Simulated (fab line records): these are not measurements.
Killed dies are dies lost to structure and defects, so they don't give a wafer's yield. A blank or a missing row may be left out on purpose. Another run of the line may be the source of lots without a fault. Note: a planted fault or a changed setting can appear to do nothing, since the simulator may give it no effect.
Which of the tools did it? | flow nand-harc | 30 wafers from 10 lots sampled at 6 of the route's 1302 steps

== WHAT EACH GAUGE READ, for each wafer ==
NHARC_P_M2_CD_MEAS_09: the cd target is 170 nm.
lot  | measured     | on        | cd-nm (nm)
L438 | day 6 13:05  | cd-sem-01 | 169.7 169.7 170.1
L439 | day 6 16:46  | cd-sem-01 | 171.2 171.8 170.7
L443 | day 8 07:52  | cd-sem-03 | 169.3 169.7 168.8
L446 | day 9 18:55  | cd-sem-02 | 169.8 170.4 170.0
L452 | day 12 13:11 | cd-sem-03 | 170.5 169.4 170.6
L454 | day 13 00:55 | cd-sem-03 | 175.0 173.8 174.6
L455 | day 13 13:19 | cd-sem-01 | 173.3 174.4 175.1
L456 | day 13 21:05 | cd-sem-02 | 170.6 169.1 169.0
L459 | day 14 23:50 | cd-sem-02 | 170.9 170.7 170.6
L460 | day 15 19:46 | cd-sem-03 | 169.2 169.3 169.8

NHARC_END_SORT_01.
lot  | measured     | on        | defect-limited-yield (%) | killed-at-array | killed-at-other | killed-at-periphery | killed-dies | killed-open | killed-short | sort_bin_2_pct (%) | sort_bin_3_pct (%) | sort_bin_4_pct (%) | sort-n-pass | sort-rim-yield-pct (%) | sort-yield-pct (%)
L454 | day 31 07:25 | prober-01 | 91.9 93.1 93.8           | 55 44 40        | 0 0 0           | 0 3 2               | 55 47 42    | 3 7 7       | 1 1 0        | 2.4 2.7 1.5        | 0.4 0.4 0.4        | 5.3 3.8 4.3        | 622 630 635 | 96 97 88               | 91.9 93.1 93.8

== WHICH TOOL RAN EACH LOT (tool, then ch and the chambers of the sampled wafers, then the start) ==
lot  | NHARC_P_M1_DESCUM_14               | NHARC_P_M1_ETCH_15                            | NHARC_P_M2_PEB_07                 | NHARC_P_M2_ETCH_28
L438 | rie-diel-03 ch 0,1,2, day 6 09:08  | rie-diel-03 ch 2,3, day 6 13:01 or earlier    | litho-track-04 ch 0, day 6 13:01  | rie-diel-11 ch 2,3, no start
L439 | rie-diel-03 ch 0,2, day 6 12:54    | rie-diel-03 ch 0,2,3, day 6 16:41 or earlier  | litho-track-04 ch 0, day 6 16:41  | rie-diel-04 ch 0,2,3, no start
L443 | rie-diel-07 ch 0,1, day 8 03:53    | rie-diel-07 ch 0,2,3, day 8 07:47 or earlier  | litho-track-06 ch 0, day 8 07:47  | rie-diel-01 ch 0,2, no start
L446 | rie-diel-03 ch 1,2,3, day 9 14:58  | rie-diel-03 ch 1,2,3, day 9 18:50 or earlier  | litho-track-06 ch 0, day 9 18:50  | rie-diel-04 ch 0,1, no start
L452 | rie-diel-07 ch 0,2, day 12 08:41   | rie-diel-07 ch 0,1, day 12 13:05 or earlier   | litho-track-04 ch 0, day 12 13:05 | rie-diel-01 ch 1,2,3, no start
L454 | rie-diel-07 ch 1,2,3, day 12 20:58 | rie-diel-07 ch 1,2,3, day 13 00:50 or earlier | litho-track-04 ch 0, day 13 00:50 | rie-diel-04 ch 1,2, day 31 07:25 or earlier
L455 | rie-diel-03 ch 0,3, day 13 09:03   | rie-diel-03 ch 0,1,2, day 13 13:14 or earlier | litho-track-04 ch 0, day 13 13:14 | rie-diel-11 ch 0,1,3, no start
L456 | rie-diel-03 ch 0,1,3, day 13 17:14 | rie-diel-03 ch 1,2,3, day 13 21:00 or earlier | litho-track-01 ch 0, day 13 21:00 | rie-diel-11 ch 0,3, no start
L459 | rie-diel-03 ch 0,1,2, day 14 19:46 | rie-diel-03 ch 0,2, day 14 23:46 or earlier   | litho-track-06 ch 0, day 14 23:46 | rie-diel-01 ch 0,1,2, no start
L460 | rie-diel-03 ch 1,2,3, day 15 15:49 | rie-diel-03 ch 0,1,2, day 15 19:41 or earlier | litho-track-01 ch 0, day 15 19:41 | rie-diel-11 ch 0,3, no start
- NHARC_P_M1_DESCUM_14: chemistry O2, time 3 s.
- NHARC_P_M1_ETCH_15: etches the open film in C4F8/Ar, target depth 182.5 nm, time 91.2 s.
- NHARC_P_M2_PEB_07: peb time 65 s.
- NHARC_P_M2_ETCH_28: etches the open film in CF4/N2, target depth 30 nm, time 72.99 s.

== WHAT THE TOOLS THEMSELVES READ (means of the sampled wafers that have a number; where no wafer has one, the mark that the record gives instead) ==
NHARC_P_M1_DESCUM_14.
lot  | tool        | drypump-motor-current-A (A) | oes-product-au (a.u.) | rf-vpp-V (V) | showerhead-plenum-p-Torr (Torr) | throttle-valve-pct (%)
L438 | rie-diel-03 | 5.7                         | 1.009                 | 58.1         | 1.94                            | 11.309
L439 | rie-diel-03 | 5.9                         | 0.988                 | 58.0         | 1.95                            | 11.317
L443 | rie-diel-07 | 5.6                         | 1.010                 | 56.6         | 1.78                            | 11.314
L446 | rie-diel-03 | 5.8                         | 0.996                 | 57.8         | 1.96                            | 11.312
L452 | rie-diel-07 | 6.1                         | 0.989                 | 58.3         | 1.82                            | 11.314
L454 | rie-diel-07 | 5.8                         | 0.990                 | 57.9         | 1.84                            | 11.309
L455 | rie-diel-03 | 5.7                         | 1.011                 | 58.5         | 2.04                            | 11.308
L456 | rie-diel-03 | 5.5                         | 1.011                 | 57.5         | 1.98                            | 11.310
L459 | rie-diel-03 | 5.7                         | 1.003                 | 58.9         | 1.93                            | 11.305
L460 | rie-diel-03 | 5.8                         | 0.990                 | 58.3         | 1.95                            | 11.312

NHARC_P_M1_ETCH_15.
lot  | tool        | oes-product-au (a.u.) | rf-vpp-V (V)
L438 | rie-diel-03 | 0.969                 | 442.0
L439 | rie-diel-03 | 0.954                 | 443.3
L443 | rie-diel-07 | 0.972                 | 438.3
L446 | rie-diel-03 | 0.960                 | 442.3
L452 | rie-diel-07 | 0.920                 | 437.2
L454 | rie-diel-07 | 0.953                 | 438.7
L455 | rie-diel-03 | 0.969                 | 442.6
L456 | rie-diel-03 | 0.964                 | 441.8
L459 | rie-diel-03 | 0.958                 | 441.6
L460 | rie-diel-03 | 0.959                 | 441.3

NHARC_P_M2_PEB_07.
lot  | tool           | heater-power-total-W (W) | plate-temp-C (C)
L438 | litho-track-04 | 156.9                    | 100.05
L439 | litho-track-04 | 156.5                    | 100.02
L443 | litho-track-06 | 157.0                    | 99.93
L446 | litho-track-06 | 156.6                    | 99.93
L452 | litho-track-04 | 157.1                    | 99.85
L454 | litho-track-04 | 159.2                    | 101.20
L455 | litho-track-04 | 159.8                    | 101.29
L456 | litho-track-01 | 156.6                    | 100.04
L459 | litho-track-06 | 156.4                    | 100.06
L460 | litho-track-01 | 156.3                    | 99.91

NHARC_P_M2_ETCH_28.
lot  | tool        | drypump-motor-current-A (A) | oes-product-au (a.u.) | rf-vpp-V (V) | showerhead-plenum-p-Torr (Torr) | throttle-valve-pct (%)
L438 | rie-diel-11 | 5.6                         | 0.986                 | 314.6        | 2.67                            | 19.791
L439 | rie-diel-04 | 5.5                         | 1.005                 | 315.5        | 2.67                            | 19.789
L443 | rie-diel-01 | 5.4                         | 1.004                 | 312.9        | 2.61                            | 19.794
L446 | rie-diel-04 | 5.5                         | 0.996                 | 314.9        | 2.72                            | 19.796
L452 | rie-diel-01 | 5.8                         | 1.001                 | 314.5        | 2.63                            | 19.804
L454 | rie-diel-04 | 5.5                         | 1.007                 | 314.7        | 2.63                            | 19.794
L455 | rie-diel-11 | 5.8                         | 0.993                 | 315.2        | 2.64                            | 19.790
L456 | rie-diel-11 | 5.9                         | 0.992                 | 314.0        | 2.63                            | 19.788
L459 | rie-diel-01 | 5.6                         | 1.003                 | 315.4        | 2.67                            | 19.783
L460 | rie-diel-11 | 5.8                         | 0.995                 | 314.9        | 2.62                            | 19.792

== THE ANSWER, worked out from the rows above alone ==
Rule: usual is defined by the lots themselves. Put in order of their means at a reading, lots are off if they are a third of the lots or fewer, leave a main group of 4 or more, and stand apart from it by a gap of 3 or more times the standard deviation of the main group's means; of several such gaps the widest counts. Not used: any main group whose means are identical at the precision the tables above print for the reading. Also off: a lot with no number at a reading for which 4 or more lots have one. Where the step has rows for the other lots, those lots are counted as sound. Order of review: gauges by route order, followed by the tools' own readings, for which a lot's mean as printed above is used. The first step at which some lot is off is used, and at that step the reading that is off furthest; a lot without a number counts as furthest.
Off: L454, L455 (NHARC_P_M2_CD_MEAS_09, cd-nm). Mean 170.0 nm and standard deviation 0.63 in the main group.
A tool fits if, at a process step before that reading, it ran every lot that is off, and no sound lot after the first of them. Not tried: the gauges at NHARC_P_M2_CD_MEAS_09; whatever is off there is also off at NHARC_P_M2_PEB_07, on other tools, and gauge error can't account for it. Because NHARC_P_M1_ETCH_15 lacks a start for some lots, the hours and order of its lots are taken from NHARC_P_M2_PEB_07. One fits: litho-track-04 at NHARC_P_M2_PEB_07. A fault onset in the window from L452 (day 12 13:05, its last sound lot) to L454 (day 13 00:50, its first lot off) fits.
The tool's own readings at NHARC_P_M2_PEB_07 bear it out: on the lots that are off they differ by more than 5 times the standard deviation of the sound lots' means. heater-power-total-W reads 159.5 W there against 156.7 W on the sound lots; plate-temp-C reads 101.25 C there against 99.97 C on the sound lots.

== WHAT THE SIMULATOR HAD PUT IN ==
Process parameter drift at NHARC_P_M2_PEB_07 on litho-track-04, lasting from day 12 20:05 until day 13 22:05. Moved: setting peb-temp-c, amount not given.
Lots struck among those shown: L454, L455. The rule above found the same.
